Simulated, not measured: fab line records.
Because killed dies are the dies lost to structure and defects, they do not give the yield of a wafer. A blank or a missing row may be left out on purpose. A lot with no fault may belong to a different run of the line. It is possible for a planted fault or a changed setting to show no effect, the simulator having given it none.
Chamber matching | flow n5Finfet | N5_FIN_CUT_DESCUM_13 on rieDiel-03: 4 sister chambers
The step chemistry O2, time 7 s. 16 wafers are shown with their chamber, then 8 later ones without.

== WAFERS WITH THEIR CHAMBER ==
wafer  | chamber | showerheadPlenumPTorr (Torr) | drypumpMotorCurrentA (A) | throttleValvePct (%)
L080.3 | 1       | 2.17                         | 5.2                      | 20.18
L080.4 | 3       | 2.03                         | 6.2                      | 20.14
L080.5 | 3       | 2.03                         | 6.2                      | 20.14
L082.1 | 1       | 2.17                         | 5.2                      | 20.18
L082.3 | 3       | 2.03                         | 6.2                      | 20.15
L082.6 | 0       | 2.07                         | 6.0                      | 20.55
L085.1 | 3       | 2.03                         | 6.2                      | 20.15
L085.2 | 2       | 2.13                         | 5.9                      | 20.31
L085.6 | 0       | 2.07                         | 6.0                      | 20.59
L086.3 | 2       | 2.13                         | 5.9                      | 20.31
L086.5 | 2       | 2.13                         | 5.8                      | 20.32
L086.6 | 1       | 2.16                         | 5.2                      | 20.20
L088.2 | 3       | 2.03                         | 6.2                      | 20.16
L088.5 | 2       | 2.13                         | 5.9                      | 20.31
L088.6 | 3       | 2.03                         | 6.2                      | 20.17
L090.3 | 1       | 2.16                         | 5.2                      | 20.20

SIGNATURES, as means of the wafers listed above
reading               | chamber 0 | chamber 1 | chamber 2 | chamber 3 | scatter within a chamber
showerheadPlenumPTorr | 2.0700    | 2.1650    | 2.1300    | 2.0300    | 0.00289
drypumpMotorCurrentA  | 6.000     | 5.200     | 5.875     | 6.200     | 0.025
throttleValvePct      | 20.5700   | 20.1900   | 20.3125   | 20.1517   | 0.0128
Rule: for a wafer and a chamber, the distance is found by dividing, reading by reading, the gap between the wafer's reading and the chamber's mean by the reading's scatter, squaring, summing and taking the root. The wafer belongs to the nearest chamber; if the next one is less than 2 further off, it can't be placed. How the scatter is found: for the shown wafers, subtract from each reading the mean of its chamber, square and add these, divide the total by (wafers less chambers), then take the root.

== WAFERS WITH NO CHAMBER GIVEN ==
wafer  | showerheadPlenumPTorr (Torr) | drypumpMotorCurrentA (A) | throttleValvePct (%)
L090.5 | 2.16                         | 5.2                      | 20.21
L090.6 | 2.13                         | 5.9                      | 20.31
L092.1 | 2.02                         | 6.1                      | 20.19
L092.2 | 2.13                         | 5.9                      | 20.33
L092.5 | 2.02                         | 6.1                      | 20.16
L093.1 | 2.06                         | 6.0                      | 20.59
L093.4 | 2.02                         | 6.2                      | 20.16
L093.5 | 2.16                         | 5.2                      | 20.21

== WHICH CHAMBER EACH WENT THROUGH ==
wafer  | from the rows above | in truth
L090.5 | 1                   | 1
L090.6 | 2                   | 2
L092.1 | 3                   | 3
L092.2 | 2                   | 2
L092.5 | 3                   | 3
L093.1 | 0                   | 0
L093.4 | 3                   | 3
L093.5 | 1                   | 1
Correctly placed: 8 of 8. Left unplaced by these rows: 0. Number placed wrongly: 0.
